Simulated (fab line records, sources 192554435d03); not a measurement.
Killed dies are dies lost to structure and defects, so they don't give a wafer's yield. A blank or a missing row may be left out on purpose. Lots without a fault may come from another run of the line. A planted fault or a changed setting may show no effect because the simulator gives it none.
Which tool did it? | flow n5_finfet | 12 lots, 36 wafers sampled, at 5 steps of a route of 1938

WHAT THE GAUGES READ, wafer by wafer
N5_BEOL_M3_INSPECT_13: inspects for defects (brightfield).
lot  | measured     | on                | raw_defect_count
L075 | day 8 07:41  | defect_inspect-01 | 606 626 569
L077 | day 9 03:17  | defect_inspect-01 | 423 464 466
L079 | day 9 12:17  | defect_inspect-02 | 332 470 372
L081 | day 9 18:03  | defect_inspect-02 | 562 500 525
L083 | day 10 04:07 | defect_inspect-01 | 491 476 333
L084 | day 10 12:16 | defect_inspect-01 | 344 537 711
L087 | day 11 08:49 | defect_inspect-01 | 505 478 370
L089 | day 11 10:13 | defect_inspect-01 | 433 419 537
L092 | day 12 14:35 | defect_inspect-01 | 513 380 413
L094 | day 13 06:22 | defect_inspect-01 | 752 676 601
L095 | day 13 09:43 | defect_inspect-01 | 692 369 411
L097 | day 14 02:34 | defect_inspect-02 | 376 306 460

WHICH TOOL RAN EACH LOT (tool, then ch and the chambers of the sampled wafers, then the start)
lot  | N5_BEOL_M2_SPUTTER_81        | N5_BEOL_M2_SPUTTER_86        | N5_BEOL_M2_SPUTTER_90        | N5_BEOL_M2_ANNEAL_51
L075 | pvd_sputter-03, day 8 03:49  | pvd_sputter-03, day 8 04:02  | pvd_sputter-03, day 8 04:28  | rtp_anneal-01 ch 0, day 8 05:20
L077 | pvd_sputter-01, day 8 23:48  | pvd_sputter-01, day 9 00:01  | pvd_sputter-01, day 9 00:28  | rtp_anneal-01 ch 0, day 9 01:19
L079 | pvd_sputter-03, day 9 07:03  | pvd_sputter-03, day 9 07:16  | pvd_sputter-03, day 9 07:43  | rtp_anneal-01 ch 0, day 9 08:34
L081 | pvd_sputter-01, day 9 13:17  | pvd_sputter-01, day 9 13:31  | pvd_sputter-01, day 9 13:57  | rtp_anneal-01 ch 0, day 9 14:56
L083 | pvd_sputter-02, day 9 22:47  | pvd_sputter-02, day 9 23:00  | pvd_sputter-02, day 9 23:26  | rtp_anneal-01 ch 0, day 10 00:26
L084 | pvd_sputter-02, day 10 08:26 | pvd_sputter-02, day 10 08:39 | pvd_sputter-02, day 10 09:05 | rtp_anneal-01 ch 0, day 10 09:57
L087 | pvd_sputter-01, day 11 03:42 | pvd_sputter-01, day 11 03:55 | pvd_sputter-01, day 11 04:22 | rtp_anneal-01 ch 0, day 11 05:18
L089 | pvd_sputter-02, day 11 06:56 | pvd_sputter-02, day 11 07:10 | pvd_sputter-02, day 11 07:36 | rtp_anneal-02 ch 0, day 11 08:27
L092 | pvd_sputter-03, day 12 09:18 | pvd_sputter-03, day 12 09:31 | pvd_sputter-03, day 12 09:58 | rtp_anneal-02 ch 0, day 12 10:52
L094 | pvd_sputter-02, day 13 02:42 | pvd_sputter-02, day 13 02:55 | pvd_sputter-02, day 13 03:22 | rtp_anneal-01 ch 0, day 13 04:13
L095 | pvd_sputter-03, day 13 04:18 | pvd_sputter-03, day 13 04:31 | pvd_sputter-03, day 13 04:58 | rtp_anneal-02 ch 0, day 13 05:54
L097 | pvd_sputter-01, day 13 21:59 | pvd_sputter-01, day 13 22:12 | pvd_sputter-01, day 13 22:38 | rtp_anneal-02 ch 0, day 13 23:55
- N5_BEOL_M2_SPUTTER_81: material Cu, target thk 4.5 nm, time 8.29 s.
- N5_BEOL_M2_SPUTTER_86: material Cu, target thk 4.5 nm, time 8.29 s.
- N5_BEOL_M2_SPUTTER_90: material Cu, target thk 4.5 nm, time 8.29 s.
- N5_BEOL_M2_ANNEAL_51: time 90 s.

THE ANSWER, worked out from the rows above alone
Rule: what is usual is taken from the lots themselves. Put in order of their means at a reading, lots are off if they are a third of the lots or fewer, leave a main group of 4 or more, and stand apart from it by a gap of 3 or more times the standard deviation of the main group's means; of several such gaps the widest counts. A main group whose means are all the same, to the digits that the tables above print for the reading, isn't used. A lot without any number at a reading at which 4 lots or more have one is off too. The other lots that the step has rows for count as sound.
No lot is off at any reading shown: from this, nothing can be told.

WHAT THE SIMULATOR HAD PUT IN
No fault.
